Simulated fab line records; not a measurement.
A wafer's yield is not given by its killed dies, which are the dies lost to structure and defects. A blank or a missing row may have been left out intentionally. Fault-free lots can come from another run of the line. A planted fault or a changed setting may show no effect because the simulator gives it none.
fab line records -- flow n5-finfet
record lots=10, wafers=30, last-day=17
route steps=1938 shown BEOL_M4@1111 PASS1_DEP@1831 MIM_TOP_LITHO@1847 MIM_BOT_LITHO@1862 PASSIVATION@1929
lots that met no fault: taken from a fault-free run of the same line
start-h: start of the lot's first displayed wafer, in hours after the record's first day -- wait-h: time in hours since the lot's previous step -- " identical to the entry in the row above -- L1.1+2: a row that stands for several wafers -- - no value, or no start given -- * or withheld: withheld -- < > ~ a bound
route shown NAME@n: NAME is a module with steps in the file, n the number in the route of the first one -- usual: mean/standard deviation taken from wafers without a fault -- same: alike in all rows -- chamber/n: place in a boat -- sites: the reading at each site -- _std_site: the values' standard deviation -- _edge_site: outer sites' mean less inner sites' -- radius-mm: for every site, how far away it sits from the centre of the wafer -- mask NAME#n: copy n -- behind: the most recent tool/chamber to have shaped the wafer -- hold: why the lot was held/for how many hours/how that ended -- device: transistor that didn't switch, given as n, p or np -- end of line: the route-end tests of the same wafers -- a step with no rows: only its recipe -- killed: not the wafer's yield, but the dies lost to structure and defects at the first sort -- map: a wafer's dies, x killed, . not, _ none there
set.NAME: the setting as run; set.NAME@STEP: as run at that earlier step -- model.NAME: the simulator's own value behind a step, which no gauge read
a sample of lots followed through the steps of the route, with each step as a table and each wafer as a row
services: the hour from which a tool's chamber was out of use, counted from the record's first day as start-h (under 0 if before that day), plus the number of hours and why
## steps
# step N5_BEOL_M4_RC_MEAS_101
# usual DIBL_N=36.4/1.5, DIBL_P=36.4/1.6, IOFF_N=0.164/0.025, IOFF_P=0.214/0.028, ION_N=675/9.9, ION_P=463/6.5, SS_N=71.5/0.5, SS_P=73.3/0.56, VT_N=249.2/2.7, VT_P=-250.1/2.8
lot.wafer,tool,chamber,start-h,wait-h,DIBL_N[mV/V],DIBL_P[mV/V],IOFF_N[nA/um],IOFF_P[nA/um],ION_N[uA/um],ION_P[uA/um],SS_N[mV/dec],SS_P[mV/dec],VT_N[mV],VT_P[mV]
L313.1,prober-01,0,189.48,0.0,35.8,35.7,0.163,0.214,678,462,70.9,73.4,250.3,-252.0
L313.4,prober-01,0,189.48,0.0,35.2,34.7,0.154,0.195,676,460,71.1,73.3,250.3,-250.5
L313.6,prober-01,0,189.48,0.0,34.1,34.3,0.136,0.186,664,460,70.7,72.3,253.4,-251.6
L314.4,prober-01,0,195.83,0.5,36.7,33.8,0.152,0.187,670,459,71.3,72.3,250.7,-252.1
L314.5,prober-01,0,195.83,0.5,38.0,35.8,0.176,0.214,691,470,71.4,74.1,247.4,-250.6
L314.6,prober-01,0,195.83,0.5,37.8,35.7,0.173,0.210,678,457,72.0,73.6,246.8,-251.4
L315.1,prober-01,0,204.93,0.0,37.0,38.9,0.179,0.242,677,462,72.6,72.9,247.9,-251.3
L315.3,prober-01,0,204.93,0.0,37.1,39.1,0.171,0.249,676,464,72.4,73.9,250.5,-248.7
L315.4,prober-01,0,204.93,0.0,35.8,37.2,0.159,0.212,677,466,71.5,73.1,251.4,-248.6
L316.2,prober-01,0,214.72,1.1,38.0,38.1,0.188,0.232,679,458,71.8,73.6,246.1,-248.4
L316.4,prober-01,0,214.72,1.1,39.0,39.0,0.219,0.242,694,469,72.1,73.2,242.9,-249.2
L316.6,prober-01,0,214.72,1.1,38.1,37.9,0.191,0.228,688,466,71.2,74.3,244.9,-249.0
L321.1,prober-01,0,241.19,0.0,35.4,35.4,0.137,0.176,668,456,70.9,72.5,254.7,-254.9
L321.3,prober-01,0,241.19,0.0,33.9,34.3,0.121,0.169,661,455,70.4,73.0,255.1,-252.1
L321.4,prober-01,0,241.19,0.0,36.6,37.4,0.166,0.209,668,452,71.3,73.3,247.1,-252.9
L323.1,prober-01,0,243.32,0.0,37.4,38.4,0.186,0.244,676,466,71.7,73.3,248.0,-251.3
L323.2,prober-01,0,243.32,0.0,37.2,38.6,0.181,0.239,677,464,71.7,73.4,249.7,-250.6
L323.3,prober-01,0,243.32,0.0,37.9,38.8,0.203,0.244,679,458,72.0,73.5,248.6,-246.8
L325.1,prober-02,0,269.79,0.4,36.1,35.7,0.175,0.209,686,466,71.6,72.9,244.6,-251.3
L325.2,prober-02,0,269.79,0.4,34.7,34.1,0.146,0.191,675,464,71.5,72.1,250.2,-250.9
L325.5,prober-02,0,269.79,0.4,36.1,36.0,0.174,0.210,682,459,71.4,73.4,249.9,-251.5
L330.2,prober-02,0,291.64,0.2,35.1,34.9,0.159,0.175,681,458,71.7,73.1,250.2,-254.8
L330.3,prober-02,0,291.64,0.2,34.7,34.4,0.146,0.169,674,457,71.1,73.1,249.3,-252.5
L330.6,prober-02,0,291.64,0.2,35.5,35.5,0.157,0.187,667,455,71.8,72.9,249.2,-254.0
L332.3,prober-02,0,303.39,0.3,37.4,37.1,0.184,0.225,675,464,71.4,73.8,246.9,-250.5
L332.4,prober-02,0,303.39,0.3,36.6,36.1,0.164,0.212,674,457,71.6,73.7,251.0,-251.4
L332.6,prober-02,0,303.39,0.3,37.8,36.8,0.174,0.218,678,459,71.2,74.1,249.6,-249.9
L331.1,prober-02,0,304.01,0.7,35.5,35.8,0.140,0.200,660,457,71.3,72.4,250.5,-249.5
L331.3,prober-02,0,304.01,0.7,36.0,36.8,0.158,0.221,670,465,72.0,73.2,249.4,-250.0
L331.5,prober-02,0,304.01,0.7,36.3,36.5,0.155,0.216,665,464,71.7,72.3,251.5,-250.7
# step N5_PASSIVATION_PECVD_00
# recipe material=SiO2, target-thk-a=2000, temp-c=400, precursor=SiH4/N2O, pressure-torr=2.7, rf-w=608, time-s=11.2
# usual heater-power-w=629/59, showerhead-plenum-p-Torr=8.21/0.1, susceptor-temp-C=400.01/0.21, throttle-valve-pct=51.7/2
lot.wafer,tool,chamber,start-h,wait-h,heater-power-w,showerhead-plenum-p-Torr,susceptor-temp-C,throttle-valve-pct
L313.1,pecvd-01,2,269.83,0.8,684,8.34,400.28,47.5
L313.4,pecvd-01,1,269.83,0.8,684,8.26,399.81,51.2
L313.6,pecvd-01,2,269.83,0.8,677,8.35,400.37,47.6
L314.4,pecvd-03,2,277.53,0.4,657,8.09,400.13,51.7
L314.5,pecvd-03,0,277.53,0.4,675,8.35,400.40,49.7
L314.6,pecvd-03,1,277.53,0.4,654,8.20,399.78,51.2
L315.1,pecvd-03,1,290.55,0.8,596,8.20,400.05,51.0
L315.3,pecvd-03,2,290.55,0.8,624,8.10,400.05,51.5
L315.4,pecvd-03,1,290.55,0.8,603,8.21,399.81,51.3
L316.2,pecvd-03,0,302.05,0.7,610,8.36,400.38,49.9
L316.4,pecvd-03,0,302.05,0.7,622,8.34,400.24,49.7
L316.6,pecvd-03,2,302.05,0.7,552,8.10,399.97,52.0
L323.1,pecvd-03,1,332.59,0.8,679,8.17,400.05,51.4
L323.2,pecvd-03,0,332.59,0.8,658,8.34,399.86,50.1
L323.3,pecvd-03,2,332.59,0.8,549,8.08,399.93,51.7
L321.1,pecvd-03,1,335.33,0.8,676,8.18,400.15,51.3
L321.3,pecvd-03,2,335.33,0.8,585,8.10,400.22,52.2
L321.4,pecvd-03,1,335.33,0.8,675,8.19,399.90,51.2
L325.1,pecvd-03,2,348.68,0.8,560,8.10,399.79,52.1
L325.2,pecvd-03,1,348.68,0.8,717,8.20,400.25,51.2
L325.5,pecvd-03,2,348.68,0.8,591,8.08,400.30,52.1
L330.2,pecvd-04,0,388.97,0.7,513,8.22,400.02,52.4
L330.3,pecvd-04,0,388.97,0.7,527,8.20,399.90,52.7
L330.6,pecvd-04,2,388.97,0.7,685,8.31,400.18,52.3
L332.3,pecvd-04,0,397.97,0.5,569,8.24,399.66,52.7
L332.4,pecvd-04,2,397.97,0.5,647,8.29,399.87,52.2
L332.6,pecvd-04,2,397.97,0.5,679,8.29,400.06,52.3
L331.1,pecvd-01,2,401.15,0.8,728,8.35,399.91,48.3
L331.3,pecvd-01,0,401.15,0.8,604,8.14,400.14,55.5
L331.5,pecvd-01,0,401.15,0.8,621,8.13,400.08,55.6
# step N5_MIM_TOP_LITHO_CD_MEAS_08
# recipe target-cd-nm=2000, landing-energy-ev=500, detector=se-inlens
# usual cd-nm=2000.0/1.4
lot.wafer,tool,chamber,start-h,wait-h,cd-nm
L313.1,cd-sem-02,0,272.15,-,1999.7
L313.4,cd-sem-02,0,272.15,-,2000.5
L313.6,cd-sem-02,0,272.15,-,1998.1
L314.4,cd-sem-01,0,279.08,-,2002.3
L314.5,cd-sem-01,0,279.08,-,2000.6
L314.6,cd-sem-01,0,279.08,-,1998.7
L315.1,cd-sem-02,0,292.91,-,1999.1
L315.3,cd-sem-02,0,292.91,-,2000.5
L315.4,cd-sem-02,0,292.91,-,1997.9
L316.2,cd-sem-02,0,305.86,-,1999.6
L316.4,cd-sem-02,0,305.86,-,2000.6
L316.6,cd-sem-02,0,305.86,-,1998.2
L323.1,cd-sem-03,0,336.10,-,2000.8
L323.2,cd-sem-03,0,336.10,-,2000.0
L323.3,cd-sem-03,0,336.10,-,1998.8
L321.1,cd-sem-02,0,337.00,-,2002.1
L321.3,cd-sem-02,0,337.00,-,2001.6
L321.4,cd-sem-02,0,337.00,-,1999.6
L325.1,cd-sem-01,0,350.53,-,1998.7
L325.2,cd-sem-01,0,350.53,-,1999.8
L325.5,cd-sem-01,0,350.53,-,1999.7
L330.2,cd-sem-01,0,391.61,-,2002.2
L330.3,cd-sem-01,0,391.61,-,1998.7
L330.6,cd-sem-01,0,391.61,-,2000.1
L332.3,cd-sem-01,0,399.74,-,2001.1
L332.4,cd-sem-01,0,399.74,-,2000.1
L332.6,cd-sem-01,0,399.74,-,2000.3
L331.1,cd-sem-01,0,404.53,-,2001.3
L331.3,cd-sem-01,0,404.53,-,2001.6
L331.5,cd-sem-01,0,404.53,-,2000.8
# step N5_MIM_BOT_LITHO_CD_MEAS_08
# recipe target-cd-nm=3000, landing-energy-ev=500, detector=se-inlens, polarity=opening
# usual cd-nm=2999.6/1.7
lot.wafer,tool,chamber,start-h,wait-h,cd-nm
L313.1,cd-sem-01,0,272.92,-,2999.8
L313.4,cd-sem-01,0,272.92,-,2998.8
L313.6,cd-sem-01,0,272.92,-,3000.4
L314.4,cd-sem-02,0,279.98,-,2996.0
L314.5,cd-sem-02,0,279.98,-,2997.8
L314.6,cd-sem-02,0,279.98,-,2998.9
L315.1,cd-sem-01,0,294.43,-,3002.5
L315.3,cd-sem-01,0,294.43,-,3000.4
L315.4,cd-sem-01,0,294.43,-,2999.0
L316.2,cd-sem-03,0,306.72,-,2997.9
L316.4,cd-sem-03,0,306.72,-,2999.4
L316.6,cd-sem-03,0,306.72,-,3000.1
L323.1,cd-sem-01,0,336.89,-,2998.9
L323.2,cd-sem-01,0,336.89,-,2999.7
L323.3,cd-sem-01,0,336.89,-,2998.0
L321.1,cd-sem-02,0,337.85,-,2998.4
L321.3,cd-sem-02,0,337.85,-,2999.2
L321.4,cd-sem-02,0,337.85,-,2998.3
L325.1,cd-sem-01,0,351.28,-,3001.1
L325.2,cd-sem-01,0,351.28,-,3000.8
L325.5,cd-sem-01,0,351.28,-,2998.9
L330.2,cd-sem-01,0,392.35,-,2999.7
L330.3,cd-sem-01,0,392.35,-,2998.8
L330.6,cd-sem-01,0,392.35,-,2997.1
L332.3,cd-sem-02,0,400.56,-,3000.9
L332.4,cd-sem-02,0,400.56,-,3000.4
L332.6,cd-sem-02,0,400.56,-,3004.1
L331.1,cd-sem-03,0,405.30,-,2998.9
L331.3,cd-sem-03,0,405.30,-,2998.6
L331.5,cd-sem-03,0,405.30,-,3001.3
# step N5_PASSIVATION_PASS_ETCH_47
# recipe chemistry=CF4/O2, target=SiNx, target-depth-a=7700, time-s=385, ion-energy-ev=100, pressure-mtorr=40, source-w=535, bias-w=49, Ar_flow_sccm=100, cf4-flow-sccm=100, O2_flow_sccm=10
# usual O2_flow_sccm=10.00/0.03, bias-w=48.97/0.15, drypump-motor-current-A=5.6/0.4, oes-product-au=0.79/0.062, rf-vpp-V=241/3.1, showerhead-plenum-p-Torr=2.21/0.061, throttle-valve-pct=16.01/0.25
lot.wafer,tool,chamber,start-h,wait-h,O2_flow_sccm,bias-w,drypump-motor-current-A,oes-product-au,rf-hours-counter-h,rf-vpp-V,showerhead-plenum-p-Torr,throttle-valve-pct
L313.1,rie-diel-01,0,278.31,0.0,10.00,49.02,5.9,0.89,48,243,2.24,15.73
L313.4,rie-diel-01,3,278.31,0.0,9.99,48.98,6.2,0.78,132,244,2.29,16.24
L313.6,rie-diel-01,1,278.31,0.0,9.99,49.04,6.0,0.74,-,238,2.12,16.20
L314.4,rie-diel-04,3,286.70,0.0,10.02,49.11,5.4,0.78,128,238,2.21,16.01
L314.5,rie-diel-04,2,286.70,0.0,10.03,49.14,5.7,0.85,-,238,2.23,16.06
L314.6,rie-diel-04,3,286.70,0.0,10.01,48.92,5.4,0.78,-,239,2.21,16.02
L315.1,rie-diel-02,2,302.13,0.0,10.00,48.85,5.0,0.69,220,236,2.09,16.28
L315.3,rie-diel-02,3,302.13,0.0,10.01,48.96,4.9,0.71,202,245,2.19,15.99
L315.4,rie-diel-02,1,302.13,0.0,10.00,49.13,5.4,0.84,56,242,2.15,15.69
L316.2,rie-diel-04,1,312.17,0.0,10.00,49.02,4.7,0.90,19,241,2.17,15.77
L316.4,rie-diel-04,2,312.17,0.0,9.98,48.93,5.6,0.83,68,239,2.23,16.08
L316.6,rie-diel-04,2,312.17,0.0,9.95,48.63,5.6,0.83,-,238,2.23,16.09
L323.1,rie-diel-01,1,343.23,0.0,-,-,-,-,-,-,-,-
L323.2,rie-diel-01,2,343.23,0.0,-,-,-,-,-,-,-,-
L323.3,rie-diel-01,3,343.23,0.0,-,-,-,-,-,-,-,-
L321.1,rie-diel-04,0,344.75,0.0,-,-,-,-,-,-,-,-
L321.3,rie-diel-04,3,344.75,0.0,-,-,-,-,-,-,-,-
L321.4,rie-diel-04,3,344.75,0.0,-,-,-,-,-,-,-,-
L325.1,rie-diel-02,0,361.91,0.0,-,-,-,-,-,-,-,-
L325.2,rie-diel-02,2,361.91,0.0,-,-,-,-,-,-,-,-
L325.5,rie-diel-02,0,361.91,0.0,-,-,-,-,-,-,-,-
L330.2,rie-diel-04,2,399.34,0.0,10.03,48.79,5.6,0.81,94,239,2.22,16.17
L330.3,rie-diel-04,0,399.34,0.0,9.99,48.68,5.5,0.81,113,245,2.22,16.08
L330.6,rie-diel-04,3,399.34,0.0,9.98,49.27,5.4,0.74,-,239,2.20,16.09
L332.3,rie-diel-04,2,407.63,0.0,9.98,49.09,5.7,0.80,98,239,2.22,16.14
L332.4,rie-diel-04,2,407.63,0.0,9.95,48.96,5.6,0.80,-,238,2.22,16.14
L332.6,rie-diel-04,0,407.63,0.0,10.03,49.02,5.5,0.79,-,243,2.22,16.08
L331.1,rie-diel-04,2,410.58,0.0,9.96,48.90,5.7,0.80,100,239,2.22,16.15
L331.3,rie-diel-04,0,410.58,0.0,9.96,48.82,5.5,0.80,119,245,2.22,16.11
L331.5,rie-diel-04,2,410.58,0.0,10.00,49.10,5.7,0.80,-,238,2.22,16.15
# step N5_PASSIVATION_PROBE_49
# usual defect-limited-yield=91.1/1.4, killed_at_M0_to_M3=35/8.7, killed_at_M4_up=14/5.3, killed-at-contacts=12/6.2, killed-at-front-end=41/12, killed-at-other=3.4/2.6, killed-dies=105/16, killed-on-rim=14/3.8, killed-open=67/13, killed-short=36/7.3, sort_bin_5_function=5.2/0.96, sort_bin_6_memory=3.3/0.6, sort-n-pass=1075/16, sort-yield-pct=91.1/1.4
# same gross-dies=1180, killed-at-back-side=0, sort_bin_4_leakage[%]=0, sort_bin_8_speed[%]=0
lot.wafer,tool,chamber,start-h,wait-h,defect-limited-yield[%],killed_at_M0_to_M3,killed_at_M4_up,killed-at-contacts,killed-at-front-end,killed-at-other,killed-dies,killed-on-rim,killed-open,killed-short,sort_bin_5_function[%],sort_bin_6_memory[%],sort-n-pass,sort-yield-pct[%]
L323.1,prober-02,-,346.53,0.3,0,31,11,17,42,1079,1180,152,78,31,96.5,3.0,0,0
L323.2,prober-02,-,346.58,0.3,0,39,20,10,21,1090,1180,152,65,38,96.7,2.9,0,0
L323.3,prober-02,-,346.63,0.4,0,26,20,10,29,1095,1180,152,59,30,96.9,2.8,0,0
L321.1,prober-02,-,347.91,0.2,0,38,6,11,64,1061,1180,152,79,42,96.2,3.3,0,0
L321.3,prober-02,-,348.01,0.3,0,29,17,6,43,1085,1180,152,67,35,96.6,3.2,0,0
L321.4,prober-02,-,348.06,0.3,0,35,4,5,50,1086,1180,152,58,37,96.9,2.5,0,0
L325.1,prober-02,-,364.91,0.0,0,33,12,19,70,1046,1180,152,93,44,94.6,4.7,0,0
L325.2,prober-02,-,364.96,0.1,0,46,11,36,45,1042,1180,152,96,47,94.7,4.6,0,0
L325.5,prober-02,-,365.11,0.2,0,32,19,19,26,1084,1180,152,73,27,96.3,3.5,0,0
# killed by level:class
L323.1 PASSIVATION:area-etch=1070 MOL_CONTACT_COAG:geometric-particle:open=15 STI_FIN_REVEAL:geometric-particle:open=11 BEOL_M0_SAQP:geometric-particle:short=10 BEOL_M0_SAQP:geometric-particle:open=9 FIN_SAQP:geometric-particle:open=8 GATE_CUT:geometric-particle:short=7 BEOL_M2:geometric-particle:open=5
L323.2 PASSIVATION:area-etch=1076 BEOL_M0_SAQP:geometric-particle:short=10 MOL_CONTACT_COAG:geometric-particle:open=9 BEOL_M4:geometric-particle:open=9 BEOL_M0_SAQP:geometric-particle:open=8 GATE_CUT:geometric-particle:short=7 BEOL_M2:geometric-particle:open=7 STI_FIN_REVEAL:geometric-particle:open=5
L323.3 PASSIVATION:area-etch=1090 BEOL_M0_SAQP:geometric-particle:short=11 STI_FIN_REVEAL:geometric-particle:open=10 MOL_CONTACT_COAG:geometric-particle:open=8 BEOL_M0_SAQP:geometric-particle:open=8 BEOL_M4:geometric-particle:open=8 FIN_SAQP:geometric-particle:open=4 FIN_SAQP:geometric-particle:short=3
L321.1 PASSIVATION:area-etch=1058 FIN_SAQP:geometric-particle:open=27 FIN_SAQP:geometric-particle:short=11 BEOL_M0_SAQP:geometric-particle:open=10 BEOL_M2:geometric-particle:open=8 BEOL_M3:geometric-particle:open=8 MOL_CONTACT_COAG:geometric-particle:open=7 STI_FIN_REVEAL:geometric-particle:open=6
L321.3 PASSIVATION:area-etch=1078 FIN_SAQP:geometric-particle:open=18 FIN_SAQP:geometric-particle:short=9 BEOL_M3:geometric-particle:open=9 BEOL_M4:geometric-particle:open=7 BEOL_M0_SAQP:geometric-particle:short=6 BEOL_M0_SAQP:geometric-particle:open=5 MOL_CONTACT_COAG:geometric-particle:open=4
L321.4 PASSIVATION:area-etch=1085 BEOL_M3:geometric-particle:open=12 FIN_SAQP:geometric-particle:short=9 GATE_CUT:geometric-particle:short=8 BEOL_M0_SAQP:geometric-particle:open=8 FIN_SAQP:geometric-particle:open=7 GATE_CUT:geometric-particle:open=6 STI_FIN_REVEAL:geometric-particle:open=4
L325.1 PASSIVATION:area-etch=1042 FIN_SAQP:geometric-particle:open=33 MOL_CONTACT_COAG:geometric-particle:open=19 FIN_SAQP:geometric-particle:short=18 BEOL_M1:geometric-particle:open=12 BEOL_M0_SAQP:geometric-particle:short=5 GATE_CUT:geometric-particle:short=5 BEOL_M0_SAQP:geometric-particle:open=5
L325.2 PASSIVATION:area-etch=1037 MOL_CONTACT_COAG:geometric-particle:open=28 FIN_SAQP:geometric-particle:open=22 FIN_SAQP:geometric-particle:short=13 BEOL_M1:geometric-particle:open=12 BEOL_M0_SAQP:geometric-particle:short=9 BEOL_M2:geometric-particle:open=8 MOL_CONTACT_COAG:geometric-particle:short=8
L325.5 PASSIVATION:area-etch=1078 MOL_CONTACT_COAG:geometric-particle:open=17 FIN_SAQP:geometric-particle:short=11 BEOL_M0_SAQP:geometric-particle:open=8 BEOL_M1:geometric-particle:open=8 BEOL_M4:geometric-particle:open=7 FIN_SAQP:geometric-particle:open=5 BEOL_M0_SAQP:geometric-particle:short=5
## services
tool,chamber,start-h,hours,kind
rie-diel-01,3,270.15,5.9,repair
pecvd-04,1,284.82,5.5,scheduled-down
rie-diel-01,2,285.76,10.5,repair
pecvd-03,0,288.33,5.5,scheduled-down
rie-diel-01,0,307.46,4.7,repair
rie-diel-01,0,314.89,13.9,repair
rie-diel-01,1,329.92,2.2,repair
pecvd-03,2,330.10,2.1,scheduled-down
pecvd-03,0,332.84,21.3,repair
pecvd-01,-,335.32,46.5,repair
rie-diel-04,3,350.74,3.8,repair
rie-diel-01,-,352.40,0.5,repair
rie-diel-01,-,374.73,2.8,pm
pecvd-04,1,383.62,-,clean
pecvd-04,1,383.62,-,consumable-replace:showerhead
pecvd-04,1,383.62,29.0,scheduled-down
pecvd-04,1,383.62,29.0,vent-cycle
pecvd-01,1,384.90,2.1,scheduled-down
rie-diel-02,2,388.73,-,clean
rie-diel-02,2,388.73,-,consumable-replace:focus-ring
rie-diel-02,2,388.73,-,consumable-replace:showerhead
rie-diel-02,2,388.73,12.4,scheduled-down
rie-diel-02,2,388.73,12.4,vent-cycle
rie-diel-01,0,391.51,7.0,repair
## key
first-sign step=N5_PASSIVATION_PASS_ETCH_47, reading=tool-record, direction=missing
effect step=N5_PASSIVATION_PROBE_49, reading=killed-at-other, direction=up, sigmas=99+, usual=3.4, struck=1074.2
more-kills-born-at N5_PASSIVATION_PASS_ETCH_47@rie-diel-01=3236, N5_PASSIVATION_PASS_ETCH_47@rie-diel-04=3221, N5_PASSIVATION_PASS_ETCH_47@rie-diel-02=3157
met-at N5_PASSIVATION_PASS_ETCH_47
struck-lots L321,L323,L325
later-rows-left-out L321.1,L321.3,L321.4,L323.1,L323.2,L323.3,L325.1,L325.2,L325.5
not-acting-at N5_PASSIVATION_PECVD_00,N5_MIM_TOP_LITHO_CD_MEAS_08,N5_MIM_BOT_LITHO_CD_MEAS_08
onset-between 312.17 343.23
fault kind=skipped-step-whole, tool=rie-diel-01,rie-diel-02,rie-diel-04, chamber=-, onset-h=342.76, steps=N5_PASSIVATION_PASS_ETCH_47, scope=struck-lots-only
# later-rows-left-out: the simulator's readings of these wafers behind a module that went badly wrong aren't trusted and aren't shown, but for the sort
